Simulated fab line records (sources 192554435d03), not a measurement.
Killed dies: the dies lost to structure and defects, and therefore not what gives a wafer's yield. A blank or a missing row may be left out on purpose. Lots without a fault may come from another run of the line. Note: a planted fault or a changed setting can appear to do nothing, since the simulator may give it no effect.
fab line records | flow n5Finfet
record: lots: 11 | wafers: 33 | lastDay: 18
route steps=1938 shown BEOL_M6@1240 BEOL_M7@1268 PASSIVATION@1936
lots with no fault: from the same line, run without faults
startH: hours from the record's opening day to when the first of the lot's shown wafers began | waitH: hours from the lot's prior step to this one | " identical to the entry in the row above | L1.1+2: a single row standing in for several wafers | - no value, or no start was given | * or withheld: withheld | < > ~ a bound
route shown NAME@n: names a module that has steps shown in the file, with the first one's number in the route | usual: mean/standard deviation of fault-free wafers | same: alike in all rows | chamber/n: place in a boat | sites: the reading at each site | _std_site: standard deviation of those values | _edge_site: inner sites' mean taken away from outer sites' mean | radiusMm: how far each site lies from the wafer's centre | mask NAME#n: copy n | behind: the most recent tool/chamber to have shaped the wafer | hold: what put the lot on hold/how long, in hours/how the hold closed | device: names the non-switching transistor (n, p or np) | end of line: tests run on the same wafers once the route is complete | step lacking rows: just its recipe | killed: dies that structure and defects cost at the first sort, which is not the same as the wafer's yield | map: dies across one wafer; x = killed, . = not, _ = none there
set.NAME: the run value of the setting; set.NAME@STEP: its run value at that earlier step | model.NAME: the simulator's own value behind a step, which no gauge read
the route's steps for a sample of lots (tables are steps, rows are wafers)
services: the hour from which a tool's chamber was out of use, counted from the record's first day as startH (under 0 if before that day), plus the number of hours and why
== steps ==
step: N5_BEOL_M6_ETCH_41
recipe: chemistry: CH3F/O2 | target: SiCN | targetDepthA: 297 | taperDeg: 2 | timeS: 52 | ionEnergyEv: 120 | maskMaterial: TiN | pressureMtorr: 30 | sourceW: 395 | biasW: 75 | Ar_flow_sccm: 150 | CH3F_flow_sccm: 30 | O2_flow_sccm: 20
usual: drypumpMotorCurrentA: 5.7/0.44 | oesProductAu: 0.82/0.084 | rfVppV: 297.6/1.4 | showerheadPlenumPTorr: 2.00/0.06 | throttleValvePct: 16.17/0.21
lot.wafer | tool       | chamber | startH | waitH | drypumpMotorCurrentA | oesProductAu | rfHoursCounterH | rfVppV | showerheadPlenumPTorr | throttleValvePct
L799.1    | rieDiel-04 | 2       | -      | -     | 5.7                  | 0.70         | 242             | 295.7  | 1.96                  | 16.49
L799.3    | "          | 3       | "      | "     | 6.5                  | 0.71         | 203             | 298.6  | 2.05                  | 16.34
L799.5    | "          | 3       | "      | "     | 6.5                  | 0.72         | -               | 298.1  | 2.05                  | 16.36
L798.2    | rieDiel-02 | 0       | -      | -     | 5.8                  | 0.72         | 192             | 296.2  | 1.90                  | 16.30
L798.3    | "          | 3       | "      | "     | 5.7                  | 0.90         | 18              | 297.5  | 2.04                  | 15.88
L798.6    | "          | 0       | "      | "     | 5.8                  | 0.73         | -               | 296.2  | 1.90                  | 16.31
L801.2    | rieDiel-04 | 1       | -      | -     | 5.3                  | 0.88         | 46              | 297.8  | 2.03                  | 16.11
L801.3    | "          | 2       | "      | "     | 5.8                  | 0.70         | 249             | 297.5  | 1.96                  | 16.51
L801.6    | "          | 3       | "      | "     | 6.5                  | 0.71         | -               | 299.1  | 2.05                  | 16.36
L806.1    | rieDiel-02 | 1       | -      | -     | 5.3                  | 0.83         | 74              | 297.9  | 2.02                  | 16.18
L806.2    | "          | 2       | "      | "     | 6.2                  | 0.78         | 96              | 300.4  | 2.09                  | 16.05
L806.4    | "          | 0       | "      | "     | 5.8                  | 0.71         | 209             | 295.6  | 1.90                  | 16.34
L809.3    | rieDiel-04 | 2       | -      | -     | 5.8                  | 1.01         | 4               | 297.1  | 1.96                  | 16.07
L809.5    | "          | 1       | "      | "     | 5.4                  | 0.85         | -               | 297.3  | 2.03                  | 16.14
L809.6    | "          | 2       | "      | "     | 5.7                  | 1.01         | -               | 297.4  | 1.96                  | 16.08
L811.3    | rieDiel-04 | 2       | -      | -     | 5.8                  | 0.97         | 12              | 297.5  | 1.96                  | 16.09
L811.4    | "          | 1       | "      | "     | 5.4                  | 0.84         | 71              | 297.5  | 2.02                  | 16.14
L811.5    | "          | 2       | "      | "     | 5.8                  | 0.98         | -               | 295.9  | 1.96                  | 16.06
L817.2    | rieDiel-04 | 0       | -      | -     | 5.2                  | 0.86         | 38              | 295.3  | 1.95                  | 15.77
L817.4    | "          | 2       | "      | "     | 5.8                  | 0.95         | 23              | 296.4  | 1.95                  | 16.10
L817.6    | "          | 0       | "      | "     | 5.2                  | 0.86         | -               | 295.3  | 1.95                  | 15.75
L815.3    | rieDiel-04 | 3       | -      | -     | 6.5                  | 0.68         | 245             | 297.3  | 2.04                  | 16.42
L815.5    | "          | 1       | "      | "     | 5.3                  | 0.84         | -               | 296.5  | 2.02                  | 16.17
L815.6    | "          | 2       | "      | "     | 5.8                  | 0.95         | -               | 294.6  | 1.95                  | 16.11
L818.3    | rieDiel-02 | 1       | -      | -     | 5.3                  | 0.81         | 102             | 296.5  | 2.01                  | 16.22
L818.5    | "          | 2       | "      | "     | 6.2                  | 0.76         | -               | 298.3  | 2.08                  | 16.12
L818.6    | "          | 1       | "      | "     | 5.3                  | 0.80         | -               | 297.5  | 2.01                  | 16.24
L821.1    | rieDiel-02 | 3       | -      | -     | 5.7                  | 0.82         | 67              | 299.0  | 2.02                  | 15.97
L821.3    | "          | 2       | "      | "     | 6.2                  | 0.76         | 128             | 299.7  | 2.08                  | 16.12
L821.6    | "          | 3       | "      | "     | 5.7                  | 0.83         | -               | 298.3  | 2.02                  | 15.98
L820.1    | rieDiel-02 | 2       | -      | -     | 6.2                  | 0.75         | 131             | 297.7  | 2.08                  | 16.12
L820.4    | "          | 1       | "      | "     | 5.2                  | 0.79         | 107             | 297.9  | 2.01                  | 16.24
L820.5    | "          | 2       | "      | "     | 6.2                  | 0.75         | -               | 299.5  | 2.07                  | 16.13
step: N5_BEOL_M6_PRE_CLEAN_45
recipe: gas: H2/He | timeS: 30 | tempC: 250
usual: heaterPowerW: 326/35
lot.wafer | tool          | chamber | startH | waitH | heaterPowerW
L799.1    | pvdSputter-01 | -       | 184.58 | 0.0   | 344
L799.3    | "             | -       | "      | "     | 280
L799.5    | "             | -       | "      | "     | 347
L798.2    | pvdSputter-01 | -       | 186.04 | 0.0   | 283
L798.3    | "             | -       | "      | "     | 345
L798.6    | "             | -       | "      | "     | 281
L801.2    | pvdSputter-03 | -       | 204.74 | 0.0   | 376
L801.3    | "             | -       | "      | "     | 302
L801.6    | "             | -       | "      | "     | 310
L806.1    | pvdSputter-01 | -       | 233.16 | 0.0   | 347
L806.2    | "             | -       | "      | "     | 282
L806.4    | "             | -       | "      | "     | 273
L809.3    | pvdSputter-02 | -       | 246.02 | 0.0   | 312
L809.5    | "             | -       | "      | "     | 394
L809.6    | "             | -       | "      | "     | 324
L811.3    | pvdSputter-02 | -       | 268.25 | 0.0   | 320
L811.4    | "             | -       | "      | "     | 392
L811.5    | "             | -       | "      | "     | 393
L817.2    | pvdSputter-01 | -       | 298.02 | 0.0   | 285
L817.4    | "             | -       | "      | "     | 339
L817.6    | "             | -       | "      | "     | 277
L815.3    | pvdSputter-01 | -       | 302.28 | 0.0   | 282
L815.5    | "             | -       | "      | "     | 344
L815.6    | "             | -       | "      | "     | 274
L818.3    | pvdSputter-03 | -       | 328.57 | 0.0   | 306
L818.5    | "             | -       | "      | "     | 295
L818.6    | "             | -       | "      | "     | 368
L821.1    | pvdSputter-01 | -       | 335.15 | 0.0   | 277
L821.3    | "             | -       | "      | "     | 274
L821.6    | "             | -       | "      | "     | 271
L820.1    | pvdSputter-03 | -       | 340.84 | 0.0   | 371
L820.4    | "             | -       | "      | "     | 315
L820.5    | "             | -       | "      | "     | 355
step: N5_BEOL_M6_RS_MEAS_57
recipe: thkMeasGauge: four-point-probe | reads: Cu_of_BEOL_M6_ECD_50+Co_of_BEOL_M6_CVD_78+TaN_of_BEOL_M6_ALD_77
usual: M6_RS: 0.284/0.0083
lot.wafer | tool         | chamber | startH | waitH | M6_RS[ohm/sq]
L799.1    | filmMetro-02 | -       | 186.67 | 0.1   | 0.275
L799.3    | "            | -       | "      | "     | 0.286
L799.5    | "            | -       | "      | "     | 0.278
L798.2    | filmMetro-02 | -       | 188.84 | 0.1   | 0.291
L798.3    | "            | -       | "      | "     | 0.289
L798.6    | "            | -       | "      | "     | 0.296
L801.2    | filmMetro-01 | -       | 206.79 | 0.1   | 0.270
L801.3    | "            | -       | "      | "     | 0.283
L801.6    | "            | -       | "      | "     | 0.282
L806.1    | filmMetro-02 | -       | 234.92 | 0.1   | 0.295
L806.2    | "            | -       | "      | "     | 0.300
L806.4    | "            | -       | "      | "     | 0.294
L809.3    | filmMetro-01 | -       | 247.56 | 0.1   | 0.287
L809.5    | "            | -       | "      | "     | 0.285
L809.6    | "            | -       | "      | "     | 0.279
L811.3    | filmMetro-01 | -       | 270.47 | 0.1   | 0.269
L811.4    | "            | -       | "      | "     | 0.274
L811.5    | "            | -       | "      | "     | 0.269
L817.2    | filmMetro-02 | -       | 299.87 | 0.1   | 0.275
L817.4    | "            | -       | "      | "     | 0.278
L817.6    | "            | -       | "      | "     | 0.274
L815.3    | filmMetro-02 | -       | 303.85 | 0.1   | 0.285
L815.5    | "            | -       | "      | "     | 0.277
L815.6    | "            | -       | "      | "     | 0.273
L818.3    | filmMetro-01 | -       | 330.43 | 0.1   | 0.285
L818.5    | "            | -       | "      | "     | 0.293
L818.6    | "            | -       | "      | "     | 0.289
L821.1    | filmMetro-02 | -       | 337.42 | 0.1   | 0.291
L821.3    | "            | -       | "      | "     | 0.305
L821.6    | "            | -       | "      | "     | 0.295
L820.1    | filmMetro-01 | -       | 342.40 | 0.1   | 0.301
L820.4    | "            | -       | "      | "     | 0.298
L820.5    | "            | -       | "      | "     | 0.299
step: N5_BEOL_M7_COAT_59
recipe: resist: SOC | tempC: 250 | timeS: 60 | spinRpm: 1500 | resistThkNm: 100
usual: spinSpeedRpm: 1500.1/0.98
lot.wafer | tool          | chamber | startH | waitH | spinSpeedRpm
L799.1    | lithoTrack-02 | 0       | 188.53 | 0.1   | 1499.5
L799.3    | "             | 0       | "      | "     | 1499.3
L799.5    | "             | 0       | "      | "     | 1499.6
L798.2    | lithoTrack-03 | 0       | 190.59 | 0.1   | 1502.2
L798.3    | "             | 0       | "      | "     | 1500.7
L798.6    | "             | 0       | "      | "     | 1499.3
L801.2    | lithoTrack-02 | 0       | 208.70 | 0.1   | 1499.7
L801.3    | "             | 0       | "      | "     | 1500.8
L801.6    | "             | 0       | "      | "     | 1499.4
L806.1    | lithoTrack-02 | 0       | 236.78 | 0.1   | 1500.3
L806.2    | "             | 0       | "      | "     | 1499.2
L806.4    | "             | 0       | "      | "     | 1501.6
L809.3    | lithoTrack-02 | 0       | 249.69 | 0.1   | 1253.4
L809.5    | "             | 0       | "      | "     | 1255.8
L809.6    | "             | 0       | "      | "     | 1254.5
L811.3    | lithoTrack-02 | 0       | 272.10 | 0.1   | 1255.4
L811.4    | "             | 0       | "      | "     | 1254.7
L811.5    | "             | 0       | "      | "     | 1255.2
L817.2    | lithoTrack-03 | 0       | 301.60 | 0.1   | 1500.5
L817.4    | "             | 0       | "      | "     | 1499.5
L817.6    | "             | 0       | "      | "     | 1501.0
L815.3    | lithoTrack-05 | 0       | 306.18 | 0.1   | 1499.7
L815.5    | "             | 0       | "      | "     | 1499.8
L815.6    | "             | 0       | "      | "     | 1499.6
L818.3    | lithoTrack-03 | 0       | 333.46 | 0.1   | 1500.2
L818.5    | "             | 0       | "      | "     | 1501.4
L818.6    | "             | 0       | "      | "     | 1501.3
L821.1    | lithoTrack-02 | 0       | 339.47 | 0.1   | 1499.3
L821.3    | "             | 0       | "      | "     | 1499.2
L821.6    | "             | 0       | "      | "     | 1497.5
L820.1    | lithoTrack-05 | 0       | 345.21 | 0.1   | 1499.8
L820.4    | "             | 0       | "      | "     | 1502.0
L820.5    | "             | 0       | "      | "     | 1498.9
step: N5_PASSIVATION_PROBE_49
usual: defectLimitedYield: 91.3/1.7 | killed_at_M0_to_M3: 33/11 | killed_at_M4_up: 14/5.5 | killedAtContacts: 13/6.5 | killedAtFrontEnd: 39/13 | killedAtOther: 3.4/2.9 | killedDies: 103/20 | killedOnRim: 14/4.3 | killedOpen: 69/15 | killedShort: 32/8.1 | sort_bin_5_function: 5.1/1.1 | sort_bin_6_memory: 3.3/0.74 | sort_bin_8_speed: 0.00/0.014 | sortNPass: 1077/20 | sortYieldPct: 91.3/1.7
same: grossDies: 1180 | killedAtBackSide: 0 | sort_bin_4_leakage[%]: 0
lot.wafer | tool      | chamber | startH | waitH | defectLimitedYield[%] | killed_at_M0_to_M3 | killed_at_M4_up | killedAtContacts | killedAtFrontEnd | killedAtOther | killedDies | killedOnRim | killedOpen | killedShort | sort_bin_5_function[%] | sort_bin_6_memory[%] | sort_bin_8_speed[%] | sortNPass | sortYieldPct[%]
L817.2    | prober-01 | -       | 385.79 | 0.1   | 91.5                  | 31                 | 9               | 9                | 47               | 4             | 100        | 11          | 70         | 28          | 4.5                    | 3.6                  | 0                   | 1080      | 91.5
L817.4    | prober-01 | -       | 385.89 | 0.2   | 91.9                  | 22                 | 6               | 21               | 34               | 13            | 96         | 15          | 60         | 36          | 5.1                    | 2.9                  | 0                   | 1084      | 91.9
L817.6    | prober-01 | -       | 385.99 | 0.3   | 89.0                  | 38                 | 13              | 20               | 54               | 5             | 130        | 22          | 88         | 37          | 6.2                    | 4.1                  | 0                   | 1050      | 89.0
L818.5    | prober-02 | -       | 424.07 | 0.6   | 89.6                  | 29                 | 23              | 20               | 46               | 5             | 123        | 19          | 82         | 36          | 5.6                    | 4.2                  | 0                   | 1057      | 89.6
killed by level:class
L817.2 FIN_SAQP:geometricParticle:open=10 STI_FIN_REVEAL:geometricParticle:open=10 BEOL_M2:geometricParticle:open=8 MOL_CONTACT_COAG:geometricParticle:open=7 BEOL_M3:geometricParticle:open=7 FIN_SAQP:geometricParticle:short=6 BEOL_M0_SAQP:geometricParticle:open=6 BEOL_M0_SAQP:geometricParticle:short=6
L817.4 MOL_CONTACT_COAG:geometricParticle:open=15 FIN_SAQP:geometricParticle:open=8 STI_FIN_REVEAL:geometricParticle:open=6 MOL_CONTACT_COAG:geometricParticle:short=6 PASS1_CAP:geometricParticle:short=6 BEOL_M1:geometricParticle:open=5 FIN_SAQP:geometricParticle:short=4 BEOL_M0_SAQP:geometricParticle:open=4
L817.6 MOL_CONTACT_COAG:geometricParticle:open=17 BEOL_M2:geometricParticle:open=17 STI_FIN_REVEAL:geometricParticle:open=14 FIN_SAQP:geometricParticle:short=8 BEOL_M0_SAQP:geometricParticle:open=6 FIN_SAQP:geometricParticle:open=5 BEOL_M3:geometricParticle:open=5 BEOL_M4:geometricParticle:open=5
L818.5 MOL_CONTACT_COAG:geometricParticle:open=17 BEOL_M4:geometricParticle:open=12 STI_FIN_REVEAL:geometricParticle:open=10 BEOL_M1:geometricParticle:open=8 FIN_SAQP:geometricParticle:short=6 FIN_SAQP:geometricParticle:open=6 BEOL_M2:geometricParticle:open=5 HKMG_FIN:areaEtch=5
== services ==
tool          | chamber | startH | hours | kind
rieDiel-04    | 0       | 163.15 | -     | clean
rieDiel-04    | 0       | 163.15 | -     | consumableReplace:focusRing
rieDiel-04    | 0       | 163.15 | 21.2  | scheduledDown
rieDiel-04    | 0       | 163.15 | 21.2  | ventCycle
rieDiel-04    | 2       | 165.46 | 6.9   | repair
rieDiel-04    | 0       | 212.51 | 4.9   | repair
rieDiel-04    | 2       | 214.43 | 1.4   | repair
rieDiel-04    | 2       | 217.64 | -     | clean
rieDiel-04    | 2       | 217.64 | -     | consumableReplace:focusRing
rieDiel-04    | 2       | 217.64 | 18.5  | scheduledDown
rieDiel-04    | 2       | 217.64 | 18.5  | ventCycle
rieDiel-04    | 3       | 302.35 | 11.0  | repair
rieDiel-04    | 3       | 329.41 | -     | clean
rieDiel-04    | 3       | 329.41 | -     | consumableReplace:focusRing
rieDiel-04    | 3       | 329.41 | 35.7  | scheduledDown
rieDiel-04    | 3       | 329.41 | 35.7  | ventCycle
pvdSputter-01 | -       | 336.32 | 11.7  | repair
rieDiel-04    | -       | 337.78 | 6.8   | repair
rieDiel-02    | -       | 344.64 | 0.3   | repair
== key ==
firstSign: step: N5_BEOL_M7_COAT_59 | reading: spinSpeedRpm | direction: down | sigmas: 99+ | usual: * | struck: *
effect none on later readings
metAt N5_BEOL_M7_COAT_59
struckLots L809,L811
notActingAt N5_BEOL_M6_ETCH_41,N5_BEOL_M6_PRE_CLEAN_45,N5_BEOL_M6_RS_MEAS_57
onsetBetween 236.78 249.69
fault: kind: processParameterDrift | tool: lithoTrack-02 | chamber: - | onsetH: 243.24 | steps: N5_BEOL_M7_COAT_59 | channel: spinRpm | offset: * | shape: step | endH: 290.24 | actsIn: * | stated: *
